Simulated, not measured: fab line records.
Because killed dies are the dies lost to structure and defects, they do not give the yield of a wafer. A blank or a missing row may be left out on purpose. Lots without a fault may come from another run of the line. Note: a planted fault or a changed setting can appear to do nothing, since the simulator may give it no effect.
fab line records ; flow n5_finfet
record lots=11; wafers=30; last_day=17
route steps=1938 shown SD_EPI_N@281 BEOL_M4@1088 PASSIVATION@1936
lots that met no fault: from a run of the same line without faults
start_h: hours from the record's opening day to when the first of the lot's shown wafers began ; wait_h: how many hours have passed since the lot's step before this one ; " the same as in the row above ; L1.1+2: a row that stands for several wafers ; - no value present, or no start provided ; * or withheld: withheld ; < > ~ a bound
route shown NAME@n: a module of which the file shows steps, and the number in the route of the first ; usual: mean/standard deviation of fault-free wafers ; same: alike in all rows ; chamber/n: place in a boat ; sites: per-site readings ; _std_site: the values' standard deviation ; _edge_site: inner sites' mean taken away from outer sites' mean ; radius_mm: for every site, how far away it sits from the centre of the wafer ; mask NAME#n: copy n ; behind: the tool/chamber that last shaped the wafer ; hold: why the lot went on hold/how many hours it stayed there/how the hold came to an end ; device: whichever transistor did not switch (one of n, p or np) ; end of line: the same wafers' tests at the end of the route ; for a step that has no rows: nothing shown but its recipe ; killed: dies lost to structure and defects at the first sort, not the wafer's yield ; map: dies across one wafer; x = killed, . = not, _ = none there
set.NAME: the run value of the setting; set.NAME@STEP: its run value at that earlier step ; model.NAME: the simulator's own value behind a step, which no gauge read
the route's steps for a sample of lots (tables are steps, rows are wafers)
services: the hour from which a tool's chamber was out of use, counted from the record's first day as start_h (under 0 if before that day), plus the number of hours and why
## steps
# step N5_SD_EPI_N_SD_RECESS_17
# recipe chemistry=HBr/Cl2/O2; target_depth_a=410; mask_material=SOC; time_s=23.7; bt_time_s=3; pressure_mtorr=10; icp_w=800; bias_w=112; HBr_flow_sccm=150; Cl2_flow_sccm=80; O2_flow_sccm=12
# usual drypump_motor_current_A=5.6/0.61; oes_product_au=0.999/0.017; throttle_valve_pct=37.10/0.28
lot.wafer;tool;chamber;start_h;wait_h;drypump_motor_current_A;oes_product_au;rf_hours_counter_h;throttle_valve_pct
L295.2;rie_si-01;2;50.50;0.0;5.9;1.018;38;36.81
L295.5;rie_si-01;0;50.50;0.0;5.8;1.014;-;36.87
L295.6;rie_si-01;3;50.50;0.0;6.6;1.000;-;36.83
L296.3;rie_si-04;3;55.34;0.0;5.5;1.005;86;37.27
L296.4;rie_si-04;0;55.34;0.0;5.8;1.010;99;36.91
L296.6;rie_si-04;2;55.34;0.0;4.8;0.971;-;36.59
L297.1;rie_si-03;2;62.10;0.0;5.7;0.987;145;37.38
L297.3;rie_si-03;0;62.10;0.0;4.7;1.007;122;37.50
L297.5;rie_si-03;2;62.10;0.0;5.7;0.985;-;37.40
L298.1;rie_si-01;0;68.07;0.0;5.8;1.009;2;36.87
L298.2;rie_si-01;3;68.07;0.0;6.6;1.010;5;36.84
L298.3;rie_si-01;2;68.07;0.0;6.0;1.026;38;36.84
L299.1;rie_si-03;3;75.84;0.0;6.3;0.972;17;37.32
L299.5;rie_si-03;3;75.84;0.0;6.3;0.977;-;37.32
L299.6;rie_si-03;0;75.84;0.0;4.7;1.010;-;37.50
L301.5;rie_si-04;0;84.83;0.1;5.8;1.012;-;36.90
L307.2;rie_si-03;3;131.48;0.0;6.3;0.966;18;37.32
L307.4;rie_si-03;1;131.48;0.0;4.8;1.004;92;37.25
L309.2;rie_si-03;2;138.21;0.0;5.7;0.988;146;37.38
L309.5;rie_si-03;2;138.21;0.0;5.7;0.981;-;37.39
L309.6;rie_si-03;1;138.21;0.0;4.8;1.007;-;37.23
L310.1;rie_si-01;1;142.78;0.0;5.9;1.003;12;37.20
L310.4;rie_si-01;0;142.78;0.0;5.8;1.019;3;36.87
L310.6;rie_si-01;1;142.78;0.0;5.9;1.012;-;37.19
L313.4;rie_si-01;3;157.71;0.0;6.6;1.005;7;36.83
L313.5;rie_si-01;2;157.71;0.0;6.0;1.023;-;36.82
L313.6;rie_si-01;1;157.71;0.0;5.9;1.014;-;37.20
L317.3;rie_si-01;0;180.28;0.0;5.8;1.015;4;36.89
L317.4;rie_si-01;3;180.28;0.0;6.6;1.009;8;36.84
L317.6;rie_si-01;0;180.28;0.0;5.8;1.023;-;36.86
# step N5_BEOL_M4_SPUTTER_81
# recipe material=Cu; target_thk_a=45; temp_c=-20; chamber_pressure_pa=0.07; power_w=withheld; time_s=8.29
# usual substrate_temp_c=-20.01/0.11; throttle_valve_pct=30.0/1.2
lot.wafer;tool;chamber;start_h;wait_h;substrate_temp_c;throttle_valve_pct
L296.3;pvd_sputter-02;-;160.59;0.1;-20.02;30.6
L296.4;pvd_sputter-02;-;160.59;0.1;-20.07;29.6
L296.6;pvd_sputter-02;-;160.59;0.1;-20.06;30.8
L295.2;pvd_sputter-01;-;175.58;0.1;-19.91;29.3
L295.5;pvd_sputter-01;-;175.58;0.1;-20.08;29.5
L295.6;pvd_sputter-01;-;175.58;0.1;-20.21;29.4
L297.1;pvd_sputter-02;-;175.95;0.1;-19.93;29.7
L297.3;pvd_sputter-02;-;175.95;0.1;-20.05;30.5
L297.5;pvd_sputter-02;-;175.95;0.1;-19.90;28.0
L298.1;pvd_sputter-03;-;178.82;0.1;-20.10;28.1
L298.2;pvd_sputter-03;-;178.82;0.1;-20.07;31.1
L298.3;pvd_sputter-03;-;178.82;0.1;-20.06;31.0
L299.1;pvd_sputter-02;-;192.84;0.1;-19.89;29.9
L299.5;pvd_sputter-02;-;192.84;0.1;-19.85;29.8
L299.6;pvd_sputter-02;-;192.84;0.1;-19.83;29.6
L301.5;pvd_sputter-03;-;201.39;0.0;-19.94;29.8
L307.2;pvd_sputter-03;-;239.67;0.1;-20.20;28.2
L307.4;pvd_sputter-03;-;239.67;0.1;-19.92;31.4
L309.2;pvd_sputter-03;-;261.23;0.1;-20.14;29.8
L309.5;pvd_sputter-03;-;261.23;0.1;-19.88;29.7
L309.6;pvd_sputter-03;-;261.23;0.1;-20.02;31.1
L310.1;pvd_sputter-03;-;263.19;0.1;-19.97;28.3
L310.4;pvd_sputter-03;-;263.19;0.1;-19.89;30.7
L310.6;pvd_sputter-03;-;263.19;0.1;-19.94;28.1
L313.4;pvd_sputter-02;-;286.73;0.1;-20.04;28.2
L313.5;pvd_sputter-02;-;286.73;0.1;-20.04;30.6
L313.6;pvd_sputter-02;-;286.73;0.1;-19.92;29.4
L317.3;pvd_sputter-01;-;301.13;0.1;-20.06;29.5
L317.4;pvd_sputter-01;-;301.13;0.1;-20.05;30.4
L317.6;pvd_sputter-01;-;301.13;0.1;-19.88;29.2
# step N5_BEOL_M4_ANNEAL_91
# recipe temp_c=400; time_s=240; ambient=vacuum
# usual heater_power_w=866/41; susceptor_temp_C_max=401.0/0.44
lot.wafer;tool;chamber;start_h;wait_h;heater_power_w;susceptor_temp_C_max
L296.3;pvd_sputter-02;-;161.33;0.0;858;401.4
L296.4;pvd_sputter-02;-;161.33;0.0;840;400.4
L296.6;pvd_sputter-02;-;161.33;0.0;877;401.5
L295.2;pvd_sputter-01;-;176.32;0.0;838;400.6
L295.5;pvd_sputter-01;-;176.32;0.0;829;401.0
L295.6;pvd_sputter-01;-;176.32;0.0;951;400.5
L297.1;pvd_sputter-02;-;176.69;0.0;877;400.9
L297.3;pvd_sputter-02;-;176.69;0.0;869;400.7
L297.5;pvd_sputter-02;-;176.69;0.0;871;402.1
L298.1;pvd_sputter-03;-;179.56;0.0;849;401.0
L298.2;pvd_sputter-03;-;179.56;0.0;935;401.4
L298.3;pvd_sputter-03;-;179.56;0.0;820;400.6
L299.1;pvd_sputter-02;-;193.58;0.0;893;400.4
L299.5;pvd_sputter-02;-;193.58;0.0;883;400.8
L299.6;pvd_sputter-02;-;193.58;0.0;829;400.9
L301.5;pvd_sputter-03;-;202.16;0.1;875;401.3
L307.2;pvd_sputter-03;-;240.41;0.0;851;401.7
L307.4;pvd_sputter-03;-;240.41;0.0;938;401.1
L309.2;pvd_sputter-03;-;261.97;0.0;879;401.2
L309.5;pvd_sputter-03;-;261.97;0.0;864;401.6
L309.6;pvd_sputter-03;-;261.97;0.0;825;400.3
L310.1;pvd_sputter-03;-;263.93;0.0;846;401.1
L310.4;pvd_sputter-03;-;263.93;0.0;822;400.6
L310.6;pvd_sputter-03;-;263.93;0.0;840;401.5
L313.4;pvd_sputter-02;-;287.47;0.0;893;401.2
L313.5;pvd_sputter-02;-;287.47;0.0;857;400.8
L313.6;pvd_sputter-02;-;287.47;0.0;838;400.4
L317.3;pvd_sputter-01;-;301.87;0.0;848;401.0
L317.4;pvd_sputter-01;-;301.87;0.0;851;401.3
L317.6;pvd_sputter-01;-;301.87;0.0;945;400.7
# step N5_BEOL_M4_SPUTTER_92
# recipe material=Cu; target_thk_a=45; temp_c=-20; chamber_pressure_pa=0.07; power_w=withheld; time_s=8.29
# usual substrate_temp_c=-20.00/0.1; throttle_valve_pct=30.0/1.2
lot.wafer;tool;chamber;start_h;wait_h;substrate_temp_c;throttle_valve_pct
L296.3;pvd_sputter-02;-;161.47;0.1;-19.91;30.8
L296.4;pvd_sputter-02;-;161.47;0.1;-20.10;29.2
L296.6;pvd_sputter-02;-;161.47;0.1;-19.99;30.7
L295.2;pvd_sputter-01;-;176.46;0.1;-20.03;29.4
L295.5;pvd_sputter-01;-;176.46;0.1;-19.88;29.7
L295.6;pvd_sputter-01;-;176.46;0.1;-19.89;29.2
L297.1;pvd_sputter-02;-;176.83;0.1;-20.05;30.0
L297.3;pvd_sputter-02;-;176.83;0.1;-20.12;30.5
L297.5;pvd_sputter-02;-;176.83;0.1;-20.08;28.3
L298.1;pvd_sputter-03;-;179.70;0.1;-20.05;28.3
L298.2;pvd_sputter-03;-;179.70;0.1;-19.92;31.1
L298.3;pvd_sputter-03;-;179.70;0.1;-19.99;30.6
L299.1;pvd_sputter-02;-;193.72;0.1;-19.85;29.8
L299.5;pvd_sputter-02;-;193.72;0.1;-19.99;30.0
L299.6;pvd_sputter-02;-;193.72;0.1;-19.92;29.4
L301.5;pvd_sputter-03;-;202.27;0.0;-19.97;30.1
L307.2;pvd_sputter-03;-;240.55;0.1;-19.93;28.5
L307.4;pvd_sputter-03;-;240.55;0.1;-20.24;31.0
L309.2;pvd_sputter-03;-;262.11;0.1;-19.97;30.0
L309.5;pvd_sputter-03;-;262.11;0.1;-20.03;29.9
L309.6;pvd_sputter-03;-;262.11;0.1;-19.90;30.6
L310.1;pvd_sputter-03;-;264.07;0.1;-20.26;28.3
L310.4;pvd_sputter-03;-;264.07;0.1;-20.00;30.8
L310.6;pvd_sputter-03;-;264.07;0.1;-20.05;28.2
L313.4;pvd_sputter-02;-;287.61;0.1;-20.14;28.1
L313.5;pvd_sputter-02;-;287.61;0.1;-19.93;30.6
L313.6;pvd_sputter-02;-;287.61;0.1;-20.02;29.2
L317.3;pvd_sputter-01;-;302.01;0.1;-20.18;29.5
L317.4;pvd_sputter-01;-;302.01;0.1;-20.04;30.4
L317.6;pvd_sputter-01;-;302.01;0.1;-19.87;29.5
# step N5_BEOL_M4_RC_MEAS_101
# usual DIBL_N=36.5/1.4; DIBL_P=36.6/1.9; IOFF_N=0.167/0.029; IOFF_P=0.21/0.033; ION_N=674/12; ION_P=460/8.9; SS_N=71.6/0.57; SS_P=73.4/0.61; VT_N=249/3.3; VT_P=-250/3.3
lot.wafer;tool;chamber;start_h;wait_h;DIBL_N[mV/V];DIBL_P[mV/V];IOFF_N[nA/um];IOFF_P[nA/um];ION_N[uA/um];ION_P[uA/um];SS_N[mV/dec];SS_P[mV/dec];VT_N[mV];VT_P[mV]
L296.3;prober-01;0;164.05;0.9;34.9;35.9;0.152;0.17;682;454;71.5;73.3;250;-254
L296.4;prober-01;0;164.05;0.9;34.5;35.7;0.133;0.18;660;449;71.4;73.7;251;-253
L296.6;prober-01;0;164.05;0.9;37.4;37.8;0.186;0.20;670;453;72.5;73.2;244;-253
L295.2;prober-01;0;178.16;0.2;33.5;31.3;0.126;0.18;677;470;70.3;72.9;250;-249
L295.5;prober-01;0;178.16;0.2;36.6;35.8;0.180;0.25;694;480;71.8;73.1;245;-247
L295.6;prober-01;0;178.16;0.2;33.2;31.9;0.119;0.18;671;460;70.9;72.5;252;-250
L297.1;prober-02;0;178.37;0.0;36.0;36.0;0.160;0.20;664;454;71.5;73.9;250;-252
L297.3;prober-02;0;178.37;0.0;34.5;33.9;0.134;0.18;657;450;71.3;73.7;252;-256
L297.5;prober-02;0;178.37;0.0;38.5;39.2;0.214;0.26;674;459;72.6;74.7;244;-247
L298.1;prober-02;0;181.24;0.0;36.0;37.2;0.162;0.23;693;478;71.3;72.9;252;-252
L298.2;prober-02;0;181.24;0.0;34.5;34.3;0.130;0.19;667;460;71.4;72.8;253;-250
L298.3;prober-02;0;181.24;0.0;36.4;36.9;0.145;0.22;659;457;72.1;73.6;252;-250
L299.1;prober-02;0;195.26;0.0;36.6;35.3;0.158;0.23;678;467;71.5;73.4;250;-248
L299.5;prober-02;0;195.26;0.0;35.1;33.9;0.135;0.21;662;462;70.4;73.0;252;-248
L299.6;prober-02;0;195.26;0.0;37.3;36.3;0.173;0.25;677;470;71.1;73.6;250;-244
L301.5;prober-01;0;204.38;0.6;38.2;35.9;0.252;0.21;669;450;74.6;73.7;248;-251
L307.2;prober-02;0;242.24;0.2;38.6;40.1;0.216;0.23;691;465;72.2;74.6;244;-252
L307.4;prober-02;0;242.24;0.2;37.4;36.5;0.170;0.17;667;449;72.1;73.5;249;-255
L309.2;prober-02;0;263.80;0.2;38.3;39.6;0.211;0.29;697;479;71.4;73.7;248;-245
L309.5;prober-02;0;263.80;0.2;39.2;40.3;0.215;0.29;685;469;72.0;74.0;246;-244
L309.6;prober-02;0;263.80;0.2;35.4;35.6;0.146;0.21;673;468;71.3;72.5;249;-250
L310.1;prober-01;0;265.74;0.0;37.8;38.8;0.196;0.22;677;460;71.7;73.6;245;-248
L310.4;prober-01;0;265.74;0.0;36.9;37.7;0.180;0.21;685;464;71.3;73.5;247;-250
L310.6;prober-01;0;265.74;0.0;35.8;36.3;0.148;0.19;670;461;71.3;73.9;249;-252
L313.4;prober-01;0;289.69;0.5;37.9;38.4;0.174;0.24;668;462;72.1;73.4;248;-251
L313.5;prober-01;0;289.69;0.5;39.4;41.1;0.228;0.29;703;481;71.8;74.9;245;-247
L313.6;prober-01;0;289.69;0.5;38.6;38.5;0.181;0.23;658;452;71.8;73.6;250;-251
L317.3;prober-01;0;304.14;0.3;36.3;35.9;0.147;0.21;659;459;71.3;72.9;253;-249
L317.4;prober-01;0;304.14;0.3;38.2;37.1;0.161;0.23;665;457;71.4;73.6;250;-250
L317.6;prober-01;0;304.14;0.3;37.6;37.4;0.169;0.24;668;464;72.0;73.7;246;-249
# step N5_PASSIVATION_PROBE_49
# usual defect_limited_yield=91.2/1.6; killed_at_M0_to_M3=34/11; killed_at_M4_up=14/5.7; killed_at_contacts=14/6.6; killed_at_front_end=37/10; killed_at_other=4/3.2; killed_dies=104/19; killed_on_rim=14/4.1; killed_open=69/13; killed_short=33/8.7; sort_bin_5_function=5.1/1; sort_bin_6_memory=3.3/0.76; sort_bin_8_speed=0.00/0.016; sort_n_pass=1076/19; sort_yield_pct=91.2/1.6
# same gross_dies=1180; killed_at_back_side=0; sort_bin_4_leakage[%]=0
lot.wafer;tool;chamber;start_h;wait_h;defect_limited_yield[%];killed_at_M0_to_M3;killed_at_M4_up;killed_at_contacts;killed_at_front_end;killed_at_other;killed_dies;killed_on_rim;killed_open;killed_short;sort_bin_5_function[%];sort_bin_6_memory[%];sort_bin_8_speed[%];sort_n_pass;sort_yield_pct[%]
L295.2;prober-02;-;273.83;0.1;89.2;40;17;18;47;5;127;17;89;37;6.9;3.5;0;1053;89.2
L295.5;prober-02;-;273.98;0.2;87.9;52;19;13;55;4;143;20;105;38;7.7;4.0;0;1037;87.9
L295.6;prober-02;-;274.03;0.3;92.8;25;17;9;30;4;85;13;50;34;4.1;3.1;0;1095;92.8
L297.1;prober-01;-;275.80;0.1;93.1;36;11;6;21;7;81;9;55;25;3.2;3.6;0;1099;93.1
L297.3;prober-01;-;275.90;0.2;93.7;24;10;10;27;3;74;8;44;30;4.2;1.9;0;1106;93.7
L297.5;prober-01;-;276.00;0.3;94.4;19;10;11;23;3;66;5;41;23;4.0;1.4;0;1114;94.4
L299.1;prober-02;-;291.53;0.0;93.8;25;5;13;29;1;73;9;48;25;3.6;2.3;0;1107;93.8
L299.5;prober-02;-;291.73;0.2;94.2;28;14;9;16;1;68;11;50;17;3.1;2.5;0;1112;94.2
L299.6;prober-02;-;291.78;0.3;93.0;32;11;10;28;2;83;11;56;26;3.7;3.1;0.08;1097;93.0
L307.2;prober-02;-;343.87;0.1;91.4;37;17;8;39;1;102;10;72;28;6.0;2.5;0;1078;91.4
L307.4;prober-02;-;343.97;0.2;92.8;34;17;5;26;3;85;13;63;19;4.2;3.0;0;1095;92.8
L309.2;prober-02;-;366.74;0.1;89.3;61;19;7;35;4;126;11;75;51;6.3;3.9;0;1054;89.3
L309.5;prober-02;-;366.89;0.2;88.8;52;19;14;44;3;132;15;84;48;5.9;5.1;0;1048;88.8
L309.6;prober-02;-;366.94;0.3;90.6;39;25;9;35;3;111;16;72;39;5.4;3.3;0;1069;90.6
L313.4;prober-01;-;395.88;0.2;93.1;19;12;7;35;8;81;10;50;29;3.8;3.0;0;1099;93.1
L313.5;prober-01;-;395.93;0.2;90.7;36;11;12;44;7;110;10;71;39;5.0;4.0;0;1070;90.7
L313.6;prober-01;-;395.98;0.3;91.1;45;6;10;39;5;105;14;73;31;5.3;3.5;0;1075;91.1
L317.3;prober-02;-;404.29;0.5;89.4;40;14;20;49;2;125;17;78;40;5.3;4.7;0;1055;89.4
L317.4;prober-02;-;404.34;0.5;89.5;41;21;15;43;4;124;16;75;48;6.1;4.2;0;1056;89.5
L317.6;prober-02;-;404.44;0.6;89.2;44;11;24;43;6;128;18;77;51;6.2;4.2;0;1052;89.2
# killed by level:class
L295.2 FIN_SAQP:geometric_particle:open=20 MOL_CONTACT_COAG:geometric_particle:open=16 BEOL_M0_SAQP:geometric_particle:short=9 BEOL_M1:geometric_particle:open=7 STI_FIN_REVEAL:geometric_particle:open=6 BEOL_M2:geometric_particle:open=6 BEOL_M3:geometric_particle:open=6 BEOL_M4:geometric_particle:open=6
L295.5 FIN_SAQP:geometric_particle:open=19 BEOL_M0_SAQP:geometric_particle:open=17 STI_FIN_REVEAL:geometric_particle:open=9 MOL_CONTACT_COAG:geometric_particle:open=9 BEOL_M0_SAQP:geometric_particle:short=9 BEOL_M2:geometric_particle:open=9 BEOL_M3:geometric_particle:open=8 BEOL_M8:geometric_particle:open=6
L295.6 FIN_SAQP:geometric_particle:open=8 MOL_CONTACT_COAG:geometric_particle:open=8 FIN_SAQP:geometric_particle:short=7 BEOL_M2:geometric_particle:open=6 GATE_CUT:geometric_particle:short=4 BEOL_M0_SAQP:geometric_particle:short=4 BEOL_M0:geometric_particle:open=4 BEOL_M4:geometric_particle:open=4
L297.1 BEOL_M1:geometric_particle:open=10 STI_FIN_REVEAL:geometric_particle:open=8 BEOL_M0_SAQP:geometric_particle:open=7 BEOL_M0_SAQP:geometric_particle:short=5 BEOL_M1:geometric_particle:short=5 MOL_CONTACT_COAG:geometric_particle:open=4 BEOL_M3:geometric_particle:open=4 BEOL_M4:geometric_particle:open=4
L297.3 MOL_CONTACT_COAG:geometric_particle:open=9 STI_FIN_REVEAL:geometric_particle:open=6 BEOL_M4:geometric_particle:open=5 BEOL_M0_SAQP:geometric_particle:short=4 BEOL_M0_SAQP:geometric_particle:open=4 BEOL_M0:geometric_particle:short=4 BEOL_M1:geometric_particle:short=4 STARTING-WAFER:geometric_particle:open=4
L297.5 MOL_CONTACT_COAG:geometric_particle:open=8 GATE_CUT:geometric_particle:short=7 BEOL_M3:geometric_particle:open=6 BEOL_M0_SAQP:geometric_particle:open=4 ILD0:geometric_particle:short=3 MOL_CONTACT_COAG:geometric_particle:short=3 BEOL_M1:geometric_particle:open=3 BEOL_M5:geometric_particle:open=3
L299.1 STI_FIN_REVEAL:geometric_particle:open=12 MOL_CONTACT_COAG:geometric_particle:open=11 BEOL_M1:geometric_particle:open=6 BEOL_M2:geometric_particle:open=4 BEOL_M0_SAQP:geometric_particle:open=4 BEOL_M1:geometric_particle:short=3 BEOL_M3:geometric_particle:short=3 FIN_SAQP:geometric_particle:short=2
L299.5 MOL_CONTACT_COAG:geometric_particle:open=8 BEOL_M0_SAQP:geometric_particle:open=8 BEOL_M1:geometric_particle:open=7 BEOL_M3:geometric_particle:open=4 STARTING-WAFER:geometric_particle:open=4 BEOL_M0_SAQP:geometric_particle:short=3 BEOL_M4:geometric_particle:open=3 FIN_SAQP:geometric_particle:open=2
L299.6 STI_FIN_REVEAL:geometric_particle:open=7 MOL_CONTACT_COAG:geometric_particle:open=7 BEOL_M1:geometric_particle:open=7 FIN_SAQP:geometric_particle:short=6 BEOL_M0_SAQP:geometric_particle:short=5 BEOL_M0_SAQP:geometric_particle:open=5 BEOL_M0:geometric_particle:open=5 FIN_SAQP:geometric_particle:open=4
L307.2 BEOL_M0_SAQP:geometric_particle:open=12 FIN_SAQP:geometric_particle:open=7 BEOL_M2:geometric_particle:open=7 ILD0:geometric_particle:open=6 MOL_CONTACT_COAG:geometric_particle:open=6 DUMMY_GATE:geometric_particle:open=5 FIN_SAQP:geometric_particle:short=4 BEOL_M0_SAQP:geometric_particle:short=4
L307.4 BEOL_M2:geometric_particle:open=13 BEOL_M4:geometric_particle:open=9 BEOL_M1:geometric_particle:open=7 DUMMY_GATE:geometric_particle:open=6 FIN_SAQP:geometric_particle:short=5 FIN_SAQP:geometric_particle:open=4 MOL_CONTACT_COAG:geometric_particle:open=4 BEOL_M3:geometric_particle:open=4
L309.2 BEOL_M0_SAQP:geometric_particle:short=18 BEOL_M0_SAQP:geometric_particle:open=13 BEOL_M1:geometric_particle:open=11 BEOL_M1:geometric_particle:short=10 STI_FIN_REVEAL:geometric_particle:open=9 BEOL_M4:geometric_particle:open=8 MOL_CONTACT_COAG:geometric_particle:open=6 FIN_SAQP:geometric_particle:open=5
L309.5 BEOL_M4:geometric_particle:open=16 BEOL_M0_SAQP:geometric_particle:open=14 GATE_CUT:geometric_particle:open=13 BEOL_M0_SAQP:geometric_particle:short=12 MOL_CONTACT_COAG:geometric_particle:open=11 GATE_CUT:geometric_particle:short=10 BEOL_M1:geometric_particle:short=9 BEOL_M1:geometric_particle:open=6
L309.6 STI_FIN_REVEAL:geometric_particle:open=10 MOL_CONTACT_COAG:geometric_particle:open=9 BEOL_M0_SAQP:geometric_particle:short=7 BEOL_M3:geometric_particle:open=7 BEOL_M4:geometric_particle:open=7 BEOL_M0_SAQP:geometric_particle:open=6 BEOL_M1:geometric_particle:open=6 BEOL_M1:geometric_particle:short=6
L313.4 FIN_SAQP:geometric_particle:open=11 BEOL_M0_SAQP:geometric_particle:open=7 FIN_SAQP:geometric_particle:short=6 GATE_CUT:geometric_particle:short=6 BEOL_M0_SAQP:geometric_particle:short=6 MOL_CONTACT_COAG:geometric_particle:open=5 BEOL_M4:geometric_particle:open=5 STI_FIN_REVEAL:geometric_particle:open=3
L313.5 FIN_SAQP:geometric_particle:open=12 MOL_CONTACT_COAG:geometric_particle:open=10 FIN_SAQP:geometric_particle:short=8 BEOL_M3:geometric_particle:open=8 BEOL_M1:geometric_particle:open=7 BEOL_M2:geometric_particle:open=7 GATE_CUT:geometric_particle:short=6 STARTING-WAFER:geometric_particle:short=5
L313.6 BEOL_M3:geometric_particle:open=21 GATE_CUT:geometric_particle:short=9 FIN_SAQP:geometric_particle:open=8 MOL_CONTACT_COAG:geometric_particle:open=8 BEOL_M0_SAQP:geometric_particle:open=8 STI_FIN_REVEAL:geometric_particle:open=7 DUMMY_GATE:geometric_particle:open=4 FIN_SAQP:geometric_particle:short=3
L317.3 MOL_CONTACT_COAG:geometric_particle:open=16 BEOL_M2:geometric_particle:open=13 FIN_SAQP:geometric_particle:short=11 GATE_CUT:geometric_particle:short=8 BEOL_M0_SAQP:geometric_particle:short=7 FIN_SAQP:geometric_particle:open=6 BEOL_M0_SAQP:geometric_particle:open=6 STI_FIN_REVEAL:geometric_particle:open=5
L317.4 MOL_CONTACT_COAG:geometric_particle:open=13 FIN_SAQP:geometric_particle:short=11 BEOL_M3:geometric_particle:open=11 BEOL_M2:geometric_particle:open=10 FIN_SAQP:geometric_particle:open=6 STI_FIN_REVEAL:geometric_particle:open=6 GATE_CUT:geometric_particle:short=6 BEOL_M0_SAQP:geometric_particle:open=6
L317.6 MOL_CONTACT_COAG:geometric_particle:open=20 FIN_SAQP:geometric_particle:short=16 STI_FIN_REVEAL:geometric_particle:open=10 BEOL_M1:geometric_particle:open=8 BEOL_M0_SAQP:geometric_particle:short=7 BEOL_M0:geometric_particle:open=7 FIN_SAQP:geometric_particle:open=6 DUMMY_GATE:geometric_particle:open=5
## services
tool;chamber;start_h;hours;kind
pvd_sputter-03;-;45.74;2.7;repair
pvd_sputter-01;-;70.44;1.0;repair
rie_si-04;2;123.18;11.6;repair
rie_si-03;3;134.26;7.4;repair
rie_si-03;-;174.90;14.6;pm
rie_si-03;0;191.73;2.0;repair
rie_si-04;3;213.11;5.2;repair
## key
first_sign step=N5_BEOL_M4_RC_MEAS_101; reading=SS_N; direction=up; sigmas=5.2; usual=71.6; struck=74.6
effect none on later readings
met_at N5_SD_EPI_N_SD_RECESS_17
struck_lots L301
struck_wafers L301.5
rows_end L301.5
not_acting_at N5_BEOL_M4_SPUTTER_81,N5_BEOL_M4_ANNEAL_91,N5_BEOL_M4_SPUTTER_92
onset_between 55.34 84.83
fault kind=process_parameter_drift; tool=rie_si-04; chamber=0; onset_h=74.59; steps=N5_SD_EPI_N_SD_RECESS_17; channel=time_s; offset=*; shape=step; acts_in=*; stated=*
# rows_end: these wafers met a further fault down the route, and their rows from its step on are left out
